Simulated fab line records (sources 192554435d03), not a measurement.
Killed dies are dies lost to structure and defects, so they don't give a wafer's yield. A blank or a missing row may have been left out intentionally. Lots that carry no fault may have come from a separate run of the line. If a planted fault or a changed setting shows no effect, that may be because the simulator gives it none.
Which tool was responsible?    flow n5 finfet    Sampling: 6 lots, 15 wafers, 4 of 1938 route steps

== WHAT THE GAUGES SHOWED, per wafer ==
N5_BEOL_M12_CD_MEAS_17 targets a cd of 140 nm.
lot   measured      on         cd nm (nm)
L628  day 11 11:30  cd sem-02  139.2 140.9 144.0
L631  day 12 01:37  cd sem-01  141.8 144.2 139.1
L637  day 13 05:22  cd sem-01  139.5 141.2 143.0
L646  day 16 17:14  cd sem-03  144.9
L649  day 17 20:11  cd sem-03  139.0 140.0 140.7
L651  day 17 21:44  cd sem-02  146.4 141.0

== TOOL THAT RAN EACH LOT (tool first, then ch and the chambers of the sampled wafers, then the start) ==
lot   N5_BEOL_M12_ILD_DEP_00           N5_BEOL_M12_VIA_ETCH_16             N5_BEOL_M12_STRIP_63
L628  pecvd-02 ch 0,1, day 11 09:41    rie diel-06 ch 0,1,3, day 11 11:06  plasma asher-01 ch 0,1, day 11 11:18
L631  pecvd-01 ch 0,1, day 12 00:27    rie diel-04 ch 0,3, day 12 01:12    plasma asher-02 ch 0,1, day 12 01:24
L637  pecvd-03 ch 0,1,2, day 13 04:13  rie diel-05 ch 0,1,3, day 13 04:57  plasma asher-02 ch 0,1, day 13 05:10
L646  pecvd-02 ch 0, day 16 16:13      rie diel-06 ch 0, day 16 16:49      plasma asher-01 ch 0, day 16 17:02
L649  pecvd-02 ch 0,1, day 17 19:02    rie diel-04 ch 0,1,2, day 17 19:46  plasma asher-01 ch 0,1, day 17 19:58
L651  pecvd-03 ch 0,2, day 17 20:26    rie diel-04 ch 2,3, day 17 21:18    plasma asher-02 ch 1, day 17 21:30
- N5_BEOL_M12_ILD_DEP_00: deposits SiOC from DEMS/O2, target thk 658.92 nm, time 130.7 s.
- N5_BEOL_M12_VIA_ETCH_16: etches SiOC in C4F8/O2/Ar, target depth 724.8 nm.
- N5_BEOL_M12_STRIP_63: strips in N2/H2.

== THE ANSWER, worked out from the rows above alone ==
Rule: the usual values come from the lots themselves. Put in order of their means at a reading, lots are off if they are a third of the lots or fewer, leave a main group of 4 or more, and stand apart from it by a gap of 3 or more times the standard deviation of the main group's means; of several such gaps the widest counts. Not used: any main group whose means are identical at the precision the tables above print for the reading. Also off: a lot with no number at a reading for which 4 or more lots have one. All remaining lots with rows at the step are treated as sound.
None of the lots is off at any reading shown; this tells nothing.

== WHAT WAS PUT IN BY THE SIMULATOR ==
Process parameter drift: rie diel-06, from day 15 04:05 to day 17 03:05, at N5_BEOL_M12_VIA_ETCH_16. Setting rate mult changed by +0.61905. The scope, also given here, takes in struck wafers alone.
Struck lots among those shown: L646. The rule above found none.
